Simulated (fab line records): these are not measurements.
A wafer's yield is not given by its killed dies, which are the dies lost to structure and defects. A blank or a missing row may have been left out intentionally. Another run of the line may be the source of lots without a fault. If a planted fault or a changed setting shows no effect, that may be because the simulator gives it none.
Problem report in the 8D (eight disciplines) form, filled by code -- flow n5-finfet -- the parts of the form that need people (team, actions taken, sign-off) are left out

## 1. WHAT WENT WRONG
At N5_BEOL_M9_OCD_MEAS_38, trench-depth-nm averages 163.8 nm over 6 wafers from 2 lots, while fault-free wafers read 150.8 nm, standard deviation 2.4. That is +5.4 standard deviations from the usual mean.
The first sign was on wafer L440.2 at day 11 13:58, on ocd-01. The record holds 27 wafers of 9 lots with a number at this step. Rule for "out" (also "out of limits"): further than 4 standard deviations from the usual mean. All remaining wafers that have a number are taken as sound.

## 2. WHAT IT IS; WHAT IT IS NOT
question,is,is not
which readings at this step,trench-depth-nm,-
which lots,"L440, L441","L432, L433, L437, L448, L451, L452, L454"
which wafers of those lots,all that have a number,-
read on which gauges,ocd-01,ocd-02
when,from day 11 13:58,"up to then (9 sound wafers); but 12 sound wafers of L448, L451, L452, L454 came after"

## 3. THE SUSPECTS, EACH WITH WHAT RULES IT OUT
Counting: a tool stays on the suspect list if, at a process step up to the reading, it processed all lots that are out and no sound lot following the first of them.
- the gauge at N5_BEOL_M9_OCD_MEAS_38 is ruled out. All the wafers that are out were read on ocd-01, but those of them that N5_BEOL_M9_TRENCH_ETCH_37 has rows for are out there too, on other tools.
- rie-diel-03 at N5_BEOL_M9_TRENCH_ETCH_37 (etches SiCOH lowk in C4F6/O2, target depth 151.43 nm, time 49 s): ruled out as a lasting fault. Sound lots L454 ran on it after its first lot that is out, L440 (day 11 13:47).
Left after counting: nothing in the record.

## 4. THE CAUSE (what the simulator had put in)
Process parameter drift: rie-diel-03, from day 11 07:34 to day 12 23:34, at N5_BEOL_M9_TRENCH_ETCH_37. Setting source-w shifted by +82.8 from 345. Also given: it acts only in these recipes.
Counting ruled it out, wrongly: the rule takes a fault to strike every lot that its tool runs from its start on, and this one did not.

## 5. SEQUENCE OF EFFECTS, ordered by route
One row per reading whose mean, taken over the struck wafers that have a number, lies over 3 standard deviations from the usual. Only readings for which the record gives a usual standard deviation are gone through. hours: the time from each lot's start at the first step in this table that gives one to its start at this step, as a median over the lots. sigmas: the change in usual standard deviations.
hours,step,reading,usual,on struck wafers,change,sigmas
0,N5_BEOL_M9_TRENCH_ETCH_37,oes_f_703_au,0.74 a.u.,0.97,+0.23,+3.3
0,N5_BEOL_M9_TRENCH_ETCH_37,rf-fwd-power-W,341.5 W,425.5,+84.0,+60
0,N5_BEOL_M9_TRENCH_ETCH_37,rf-vpp-V,667 V,596,-71,-8.6
0,N5_BEOL_M9_OCD_MEAS_38,trench-depth-nm,150.8 nm,163.8,+13.0,+5.4
3,N5_BEOL_M9_THK_MEAS_53,M9_THK,139.8 nm,154.2,+14.4,+5.3
3,N5_BEOL_M9_RS_MEAS_57,M9_RS,0.151 ohm/sq,0.137,-0.014,-4.4
The process steps in it:
- N5_BEOL_M9_TRENCH_ETCH_37: etches SiCOH lowk in C4F6/O2, target depth 151.43 nm, time 49 s.

## 6. HOW IT WOULD HAVE BEEN CAUGHT EARLIER
Counted from the fault's start at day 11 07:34, it took 6 hours until the first out-of-limits reading at a measuring or inspecting step in this record, taken at day 11 13:58.
Tool's own readings at N5_BEOL_M9_TRENCH_ETCH_37, rf-fwd-power-W, rf-vpp-V: out on all struck wafers the step has rows for; an alarm limit on them would have tripped on the first.
